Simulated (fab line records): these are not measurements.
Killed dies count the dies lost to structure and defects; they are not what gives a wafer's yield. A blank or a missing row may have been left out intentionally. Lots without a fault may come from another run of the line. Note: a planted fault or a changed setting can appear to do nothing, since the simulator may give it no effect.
fab line records + flow n5-finfet
[record]
- lots = 5
- wafers = 15
- last-day = 16
route steps=1938 shown PMOS_HMC_CHANNEL_EPI@62 FIN_SAQP@90 PASSIVATION@1936
lots with no fault: from the same line, run without faults
start-h: the number of hours between the record's first day and the start of the first shown wafer of the lot + wait-h: hours from the lot's prior step to this one + " as in the row above + L1.1+2: one row covering several wafers at once + - value missing, or start not given + * or withheld: withheld + < > ~ a bound
route shown NAME@n: a module of which the file shows steps, and the number in the route of the first + usual: average and standard deviation across the fault-free wafers + same: alike in all rows + chamber/n: place in a boat + sites: per-site readings + _std_site: standard deviation of those values + _edge_site: outer sites' mean less inner sites' + radius-mm: how far each site lies from the wafer's centre + mask NAME#n: copy n + behind: tool/chamber where the wafer was last shaped + hold: reason for holding the lot/hours on hold/outcome of the hold + device: the transistor (n, p or np) that didn't switch + end of line: tests of these same wafers at the route's end + a step with no rows: only its recipe + killed: the dies lost at the first sort to structure and to defects; this is not the yield of the wafer + map: a wafer's dies, x killed, . not, _ none there
set.NAME: the run value of the setting; set.NAME@STEP: its run value at that earlier step + model.NAME: the simulator's own value behind a step, which no gauge read
a table for each step, a row for each wafer; lots at some steps of the route
services: from which hour (start-h, from the record's first day; less than 0 if before it) a tool's chamber was out of use, for how many hours, and why
[[steps]]
[step N5_PMOS_HMC_CHANNEL_EPI_EXPOSE_06]
[recipe]
- mask-id = PMOS_HMC_BLK
- na = 1.35
- source-shape = conventional
- sigma-outer = 0.8
- polarization = unpolarized
- target-cd-nm = 240
- dose-mj = 41
[step N5_PMOS_HMC_CHANNEL_EPI_PEB_07]
[recipe]
- peb-temp-c = 110
- peb-time-s = 60
- resist = CAR-ArF-block
[step N5_PMOS_HMC_CHANNEL_EPI_DEVELOP_08]
[recipe]
- develop-time-s = 30
- developer = TMAH
- resist = CAR-ArF-block
- dev-temp-c = 23
- rinse-liquid = diw
- dry = air-spin
[step N5_PMOS_HMC_CHANNEL_EPI_DESCUM_14]
[recipe]
- chemistry = O2
- time-s = 7.9
- source-power-w = 50
- bias-power-w = 20
- pressure-mtorr = 20
- rf-frequency-hz = 2.712e+07
- temp-c = 40
- resist = CAR-ArF-block
- o2-flow-sccm = 225
[step N5_PMOS_HMC_CHANNEL_EPI_ETCH_32]
[recipe]
- chemistry = N2/H2
- target = BARC
- stop-on = SiO2
- target-depth-a = 858
- over-etch-frac = 0.3
- time-s = 50.3
- ion-energy-ev = 200
- mask-material = CAR-ArF-block
- pressure-mtorr = 30
- source-w = 840
- bias-w = 150
- n2-flow-sccm = 200
- h2-flow-sccm = 200
[step N5_PMOS_HMC_CHANNEL_EPI_HM_OPEN_15]
[recipe]
- chemistry = CHF3/O2
- target = SiO2
- mask-material = CAR-ArF-block
- target-depth-a = 406
- CHF3_flow_sccm = 50
- O2_flow_sccm = 5
- Ar_flow_sccm = 200
- time-s = 20.3
- pressure-mtorr = 30
- source-w = 650
- bias-w = 170
- ion-energy-ev = 200
[step N5_PMOS_HMC_CHANNEL_EPI_STRIP_33]
[recipe]
- chemistry = N2/H2
- power-w = 500
- temp-c = 40
- pressure-mtorr = 50
- rf-frequency-hz = 6e+07
- overash-fraction = 0.3
- bias-power-w = 8
- h2-frac = 0.5
- n2-flow-sccm = 300
- h2-flow-sccm = 300
[step N5_PMOS_HMC_CHANNEL_EPI_STRIP_17]
[recipe]
- chemistry = SPM
- time-s = 750
- temp-c = 130
- h2so4-h2o2-vol-ratio = 4
- dry = ipa-marangoni
[step N5_PMOS_HMC_CHANNEL_EPI_ETCH_38]
[recipe]
- chemistry = CF4
- target = SiO2
- target-depth-a = 15
- ion-energy-ev = 350
- pressure-mtorr = 10
- icp-w = 800
- bias-w = 400
- cf4-flow-sccm = 80
[step N5_PMOS_HMC_CHANNEL_EPI_FIN_RECESS_16]
[recipe]
- chemistry = HBr/Cl2
- target = Si
- mask-material = SiO2
- target-depth-a = 540
- time-s = 18
- pressure-mtorr = 10
- icp-w = 800
- bias-w = 75
- HBr_flow_sccm = 150
- Cl2_flow_sccm = 80
[usual]
- drypump-motor-current-A = 5.5/0.49
- oes-product-au = 0.999/0.022
- throttle-valve-pct = 35.4/0.46
| lot.wafer | tool      | chamber | start-h | wait-h | drypump-motor-current-A | oes-product-au | rf-hours-counter-h | throttle-valve-pct |
|-----------|-----------|---------|---------|--------|-------------------------|----------------|--------------------|--------------------|
| L337.2    | rie-si-01 | 2       | 35.88   | 0.0    | 4.8                     | 1.013          | 200                | 35.7               |
| L337.4    | "         | 0       | "       | "      | 6.1                     | 1.024          | -                  | 34.5               |
| L337.5    | "         | 1       | "       | "      | 5.1                     | 0.995          | -                  | 35.4               |
| L339.2    | rie-si-01 | 0       | 47.56   | 0.0    | 6.1                     | 1.032          | 7                  | 34.5               |
| L339.4    | "         | 2       | "       | "      | 4.8                     | 1.009          | -                  | 35.7               |
| L339.5    | "         | 1       | "       | "      | 5.1                     | 1.001          | -                  | 35.4               |
| L342.4    | rie-si-01 | 0       | 66.67   | 0.0    | 6.1                     | 1.028          | 7                  | 34.5               |
| L342.5    | "         | 1       | "       | "      | 5.1                     | 1.002          | -                  | 35.4               |
| L342.6    | "         | 0       | "       | "      | 6.1                     | 1.034          | -                  | 34.5               |
| L350.3    | rie-si-02 | 0       | 113.99  | 0.0    | 5.8                     | 0.972          | 4                  | 36.2               |
| L350.4    | "         | 3       | "       | "      | 5.5                     | 0.979          | 8                  | 35.4               |
| L350.6    | "         | 3       | "       | "      | 5.5                     | 0.977          | -                  | 35.4               |
| L352.1    | rie-si-01 | 0       | 125.94  | 0.0    | 6.1                     | 1.031          | 8                  | 34.6               |
| L352.3    | "         | 2       | "       | "      | 4.8                     | 1.050          | 1                  | 35.5               |
| L352.4    | "         | 1       | "       | "      | 5.1                     | 1.003          | 103                | 35.4               |
[step N5_PMOS_HMC_CHANNEL_EPI_PRECLEAN_36]
[recipe]
- chemistry = O3/DIW
- time-s = 45
- temp-c = 22
- o3-ppm = 10
[step N5_PMOS_HMC_CHANNEL_EPI_PRECLEAN_18]
[recipe]
- chemistry = DHF
- time-s = 30
- temp-c = 25
- dilution = withheld
[step N5_PMOS_HMC_CHANNEL_EPI_SRD_19]
[recipe]
- dry = ipa-marangoni
- do-ppb = 5
- time-s = 30
- temp-c = 23
- rinse-liquid = diw
[step N5_PMOS_HMC_CHANNEL_EPI_EPI_20]
[recipe]
- material = SiGe30
- mask-material = SiO2
- pressure-torr = 20
- target-thk-a = 590
- temp-c = 600
[step N5_PMOS_HMC_CHANNEL_EPI_HM_STRIP_35]
[recipe]
- chemistry = dHF
- temp-c = 25
- material = SiO2
- target = SiO2
- target-depth-a = 396
- time-s = 216
[step N5_PMOS_HMC_CHANNEL_EPI_SRD_39]
[recipe]
- dry = ipa-marangoni
- time-s = 30
- temp-c = 23
- rinse-liquid = diw
[step N5_PMOS_HMC_CHANNEL_EPI_CMP_21]
[recipe]
- material = SiGe30
- post-cmp-clean = alkaline-brush
- target-thk-nm = 54
[step N5_PMOS_HMC_CHANNEL_EPI_PRECLEAN_40]
[recipe]
- chemistry = DHF
- time-s = 30
- temp-c = 25
- dilution = withheld
[step N5_PMOS_HMC_CHANNEL_EPI_PRECLEAN_37]
[recipe]
- chemistry = O3/DIW
- time-s = 45
- temp-c = 22
- o3-ppm = 10
[step N5_PMOS_HMC_CHANNEL_EPI_PRECLEAN_24]
[recipe]
- chemistry = DHF
- time-s = 30
- temp-c = 25
- dilution = withheld
[step N5_PMOS_HMC_CHANNEL_EPI_SRD_25]
[recipe]
- dry = ipa-marangoni
- do-ppb = 5
- time-s = 30
- temp-c = 23
- rinse-liquid = diw
[step N5_PMOS_HMC_CHANNEL_EPI_EPI_26]
[recipe]
- material = Si
- target-thk-a = 38
- temp-c = 650
- precursor = SiH4/H2
- pressure-torr = 20
- time-s = 22.7
[step N5_FIN_SAQP_PRECLEAN_42]
[recipe]
- chemistry = O3/DIW
- time-s = 60
- temp-c = 22
- o3-ppm = 10
[step N5_FIN_SAQP_PRECLEAN_00]
[recipe]
- chemistry = SC1
- time-s = 60
- temp-c = 55
- mix = 1:2:50
[step N5_FIN_SAQP_PRECLEAN_44]
[recipe]
- chemistry = SC2
- time-s = 45
- temp-c = 35
- mix = 1:1:50
[step N5_FIN_SAQP_SRD_01]
[recipe]
- dry = ipa-marangoni
- time-s = 30
- temp-c = 23
- rinse-liquid = diw
[step N5_FIN_SAQP_ALD_61]
[recipe]
- material = SiO2
- target-thk-a = 40
- temp-c = 300
- ald-precursor-family = BDEAS
- ald-co-reactant = O2-plasma
- pulse-time-s = 1
- purge-time-s = 2
- co-reactant-purge-time-s = 2
- ald-cycles = 43
- pressure-torr = 2
[step N5_FIN_SAQP_DENSIFY_62]
[recipe]
- temp-c = 700
- time-s = 60
- ambient = N2
- idle-temp-c = 600
- ramp-up-c-per-s = 150
- ramp-down-c-per-s = 60
- cool-to-c = 600
[step N5_FIN_SAQP_HM_DEP_03]
[recipe]
- material = SiNx
- target-thk-a = 380
- temp-c = 400
- precursor = SiH4/NH3/N2
- pressure-torr = 1.5
- rf-w = 300
- time-s = 33.6
[step N5_FIN_SAQP_PECVD_47]
[recipe]
- material = a-Si
- target-thk-a = 450
- temp-c = 400
- precursor = SiH4/He
- pressure-torr = 3
- rf-w = 100
- time-s = 36.3
[step N5_FIN_SAQP_PECVD_48]
[recipe]
- material = SiNx
- target-thk-a = 250
- temp-c = 400
- precursor = SiH4/NH3/N2
- pressure-torr = 1.5
- rf-w = 300
- time-s = 22.1
[step N5_FIN_SAQP_PECVD_06]
[recipe]
- material = a-Si
- target-thk-a = 600
- temp-c = 400
- precursor = SiH4/He
- pressure-torr = 3
- rf-w = 100
- time-s = 48.1
[step N5_FIN_SAQP_HM_DEP_72]
[recipe]
- material = SiO2
- target-thk-a = 120
- temp-c = 400
- precursor = SiH4/N2O
- pressure-torr = 0.75
- rf-w = 275
- time-s = 7.2
[step N5_FIN_SAQP_COAT_49]
[recipe]
- resist = SOC
- temp-c = 250
- time-s = 60
- spin-rpm = 1500
- resist-thk-nm = 100
[step N5_PASSIVATION_PROBE_49]
[usual]
- defect-limited-yield = 91.4/1.5
- killed_at_M0_to_M3 = 36/11
- killed_at_M4_up = 14/6
- killed-at-contacts = 11/6
- killed-at-front-end = 37/11
- killed-at-other = 4/3.4
- killed-dies = 102/18
- killed-open = 66/13
- killed-short = 34/7.8
- sort_bin_5_function = 5.0/0.97
- sort_bin_6_memory = 3.2/0.7
- sort-n-pass = 1078/19
- sort-yield-pct = 91.3/1.6
[same]
- gross-dies = 1180
- killed-at-back-side = 0
- sort_bin_4_leakage[%] = 0
- sort_bin_8_speed[%] = 0
| lot.wafer | tool      | chamber | start-h | wait-h | defect-limited-yield[%] | killed_at_M0_to_M3 | killed_at_M4_up | killed-at-contacts | killed-at-front-end | killed-at-other | killed-dies | killed-open | killed-short | sort_bin_5_function[%] | sort_bin_6_memory[%] | sort-n-pass | sort-yield-pct[%] |
|-----------|-----------|---------|---------|--------|-------------------------|--------------------|-----------------|--------------------|---------------------|-----------------|-------------|-------------|--------------|------------------------|----------------------|-------------|-------------------|
| L337.2    | prober-02 | -       | 306.45  | 0.1    | 93.6                    | 18                 | 6               | 20                 | 26                  | 6               | 76          | 46          | 28           | 4.2                    | 1.6                  | 1104        | 93.6              |
| L337.4    | prober-02 | -       | 306.55  | 0.2    | 91.5                    | 37                 | 11              | 16                 | 32                  | 4               | 100         | 70          | 28           | 5.0                    | 3.2                  | 1080        | 91.5              |
| L337.5    | prober-02 | -       | 306.60  | 0.2    | 81.7                    | 31                 | 19              | 17                 | 142                 | 7               | 216         | 70          | 39           | 11.8                   | 4.1                  | 964         | 81.7              |
| L339.5    | prober-01 | -       | 309.69  | 0.2    | 85.6                    | 23                 | 5               | 10                 | 127                 | 5               | 170         | 50          | 17           | 9.7                    | 3.2                  | 1010        | 85.6              |
| L342.4    | prober-01 | -       | 323.87  | 0.2    | 92.0                    | 44                 | 7               | 5                  | 33                  | 5               | 94          | 56          | 38           | 4.6                    | 3.1                  | 1086        | 92.0              |
| L342.5    | prober-01 | -       | 323.92  | 0.2    | 81.7                    | 48                 | 7               | 5                  | 155                 | 1               | 216         | 70          | 33           | 11.9                   | 4.4                  | 964         | 81.7              |
| L342.6    | prober-01 | -       | 323.97  | 0.3    | 92.3                    | 38                 | 8               | 7                  | 37                  | 1               | 91          | 65          | 25           | 5.3                    | 2.3                  | 1089        | 92.3              |
| L352.1    | prober-02 | -       | 395.46  | 0.0    | 93.1                    | 20                 | 13              | 6                  | 42                  | 1               | 82          | 56          | 26           | 3.8                    | 2.8                  | 1098        | 93.1              |
| L352.3    | prober-02 | -       | 395.56  | 0.1    | 89.9                    | 31                 | 14              | 15                 | 57                  | 2               | 119         | 82          | 37           | 5.5                    | 4.2                  | 1061        | 89.9              |
| L352.4    | prober-02 | -       | 395.61  | 0.2    | 93.1                    | 26                 | 11              | 6                  | 34                  | 4               | 81          | 55          | 26           | 4.3                    | 2.2                  | 1099        | 93.1              |
// killed by level:class
L337.2 MOL_CONTACT_COAG:geometric-particle:open=15 FIN_SAQP:geometric-particle:short=6 DUMMY_GATE:geometric-particle:open=6 BEOL_M0_SAQP:geometric-particle:short=6 MOL_CONTACT_COAG:geometric-particle:short=5 BEOL_M3:geometric-particle:open=4 BEOL_M0_SAQP:geometric-particle:open=3 BEOL_M1:geometric-particle:open=3
L337.4 MOL_CONTACT_COAG:geometric-particle:open=15 BEOL_M3:geometric-particle:open=14 BEOL_M0_SAQP:geometric-particle:open=7 BEOL_M1:geometric-particle:open=7 DUMMY_GATE:geometric-particle:open=5 GATE_CUT:geometric-particle:short=5 STARTING-WAFER:geometric-particle:open=5 STI_FIN_REVEAL:geometric-particle:open=4
L337.5 PMOS_HMC_CHANNEL_EPI:unspecified=106 MOL_CONTACT_COAG:geometric-particle:open=14 BEOL_M4:geometric-particle:open=9 STI_FIN_REVEAL:geometric-particle:open=8 BEOL_M0_SAQP:geometric-particle:open=8 GATE_CUT:geometric-particle:short=7 BEOL_M0_SAQP:geometric-particle:short=7 BEOL_M3:geometric-particle:open=6
L339.5 PMOS_HMC_CHANNEL_EPI:unspecified=102 MOL_CONTACT_COAG:geometric-particle:open=9 BEOL_M2:geometric-particle:open=9 STI_FIN_REVEAL:geometric-particle:open=7 BEOL_M3:geometric-particle:open=4 FIN_SAQP:geometric-particle:open=3 FIN_SAQP:geometric-particle:short=3 STI_FIN_REVEAL:geometric-particle:short=3
L342.4 FIN_SAQP:geometric-particle:open=11 BEOL_M0_SAQP:geometric-particle:short=10 BEOL_M2:geometric-particle:open=9 FIN_SAQP:geometric-particle:short=8 BEOL_M3:geometric-particle:open=6 GATE_CUT:geometric-particle:short=4 MOL_CONTACT_COAG:geometric-particle:open=4 BEOL_M0_SAQP:geometric-particle:open=4
L342.5 PMOS_HMC_CHANNEL_EPI:unspecified=109 BEOL_M2:geometric-particle:open=16 BEOL_M3:geometric-particle:open=11 FIN_SAQP:geometric-particle:short=10 DUMMY_GATE:geometric-particle:open=10 FIN_SAQP:geometric-particle:open=9 BEOL_M1:geometric-particle:open=7 STI_FIN_REVEAL:geometric-particle:open=4
L342.6 BEOL_M0_SAQP:geometric-particle:open=11 FIN_SAQP:geometric-particle:short=9 FIN_SAQP:geometric-particle:open=7 MOL_CONTACT_COAG:geometric-particle:open=7 BEOL_M2:geometric-particle:open=6 BEOL_M4:geometric-particle:open=6 GATE_CUT:geometric-particle:short=5 BEOL_M1:geometric-particle:open=5
L352.1 STI_FIN_REVEAL:geometric-particle:open=13 ILD0:geometric-particle:short=6 BEOL_M3:geometric-particle:open=6 DUMMY_GATE:geometric-particle:open=5 MOL_CONTACT_COAG:geometric-particle:open=4 BEOL_M2:geometric-particle:open=4 BEOL_M7:geometric-particle:open=4 FIN_SAQP:geometric-particle:short=3
L352.3 STI_FIN_REVEAL:geometric-particle:open=27 MOL_CONTACT_COAG:geometric-particle:open=10 BEOL_M0_SAQP:geometric-particle:short=8 BEOL_M5:geometric-particle:open=8 BEOL_M0_SAQP:geometric-particle:open=7 FIN_SAQP:geometric-particle:open=6 FIN_SAQP:geometric-particle:short=6 STI_FIN_REVEAL:geometric-particle:short=6
L352.4 BEOL_M3:geometric-particle:open=10 FIN_SAQP:geometric-particle:open=8 STI_FIN_REVEAL:geometric-particle:open=6 BEOL_M0_SAQP:geometric-particle:short=5 MOL_CONTACT_COAG:geometric-particle:open=4 DUMMY_GATE:geometric-particle:short=3 DUMMY_GATE:geometric-particle:open=3 SDB:geometric-particle:short=3
// map L337.5 (x killed, . not)
_________________x........x..________________
______________x................._____________
___________.x..x...........x.......__________
__________...x...............x......_________
________...xxx....x..x.x......x......._______
_______.....xx..................xx.....______
______..................x...x......x...._____
_____x.....x..........x..........x.......____
____....................................x.___
___.................x.............x....xx..__
___....x........x.xxxx.x...................__
__...xx.x.......xxxxxxxxx.....x....x........_
__.............x.x.xxxx.xxx.........x...x..._
_...x...x........xxxxxxxxxx.......x..........
_.x........x.....xxxxxxxxxxxx....x...........
_.....xx..xx...xxxxxxxxxxxx.x.............x..
_....x........x.xxxxxxxxxxxxx.x..........x...
_.x............xxxxxxxxxxx.x...............x.
_x.......x..x....xxxxxxxxx.xx................
_..x............xxxxxxxxxx.x....x....x.......
_.............xx..x.xx.xxx.......x...........
__................x...x..xx.........x.xx...._
__.....x..x..........x..x............x......_
___.........x.x.......x.....x.............x__
___..x...........x.............x...........__
____.......x....................x....x....___
_____..xx.....x..........................____
______............................x....._____
_______x..............x............x...______
________........................x....._______
__________...x...x.................._________
___________...xx..x................__________
______________x..............x.._____________
_________________.....x......________________
// map L339.5 (x killed, . not)
_________________...x........________________
______________.x..........x....._____________
___________...x..............x....x__________
__________...............x.........._________
________....x........................._______
_______.x..............................______
______...........xx......x.....x.x......_____
_____.....................x..............____
____......x............xx...........x.....___
___..x.........x..x.......xx...............__
___.................xxx.x.....x...........x__
__................xx.xxx...................._
__................xxxxxx.x.........x......x._
_........x....x...xxxxxxxxx............xx...x
_...............xxxxxxxxxxxxxx...............
_xx...........xxxxxxxxxxxx.xx..x..x..........
_..............xxxxxxxxxxxx...x..x...........
_..........x...x..xxxxxxxxxxxx.........x.....
_x...........x...xxxxxxx.xx..x...x...........
_................xxxxxxxxx..x......x.........
_.................x..x.xx.............x......
__.................x....x................x.._
__.........................................._
___........x...............................__
___...........x..x.........................__
____............x...x..............x......___
_____................x...................____
______.........................x..x....._____
_______.x......................x...xxx.______
________...x.........................x_______
__________.......................x.._________
___________.............x..........__________
______________.................._____________
_________________...x........________________
[[services]]
| tool      | chamber | start-h | hours | kind                          |
|-----------|---------|---------|-------|-------------------------------|
| rie-si-02 | -       | 12.97   | 0.1   | repair                        |
| rie-si-01 | 3       | 33.25   | -     | clean                         |
| rie-si-01 | 3       | 33.25   | -     | consumable-replace:focus-ring |
| rie-si-01 | 3       | 33.25   | 15.6  | scheduled-down                |
| rie-si-01 | 3       | 33.25   | 15.6  | vent-cycle                    |
| rie-si-01 | 2       | 75.08   | -     | clean                         |
| rie-si-01 | 2       | 75.08   | 15.5  | scheduled-down                |
| rie-si-01 | 2       | 75.08   | 15.5  | vent-cycle                    |
| rie-si-02 | 2       | 119.16  | 18.9  | repair                        |
[[key]]
[first-sign]
- step = N5_PASSIVATION_PROBE_49
- reading = killed-at-front-end
- direction = up
- sigmas = 9.1
- usual = 37
- struck = 141
[effect]
- step = N5_PASSIVATION_PROBE_49
- reading = defect-limited-yield
- direction = down
- sigmas = 5.5
- usual = 91.4
- struck = 83.0
[more-kills-born-at]
- N5_PMOS_HMC_CHANNEL_EPI_FIN_RECESS_16@rie-si-01 = 317
met-at N5_PMOS_HMC_CHANNEL_EPI_FIN_RECESS_16
struck-wafers L337.5,L339.5,L342.5
[fault]
- kind = chamber-particle-source
- tool = rie-si-01
- chamber = 1
- onset-h = 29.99
- steps = N5_PMOS_HMC_CHANNEL_EPI_FIN_RECESS_16
- rate-per-visit-cm2 = 0.58348
- end-h = 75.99
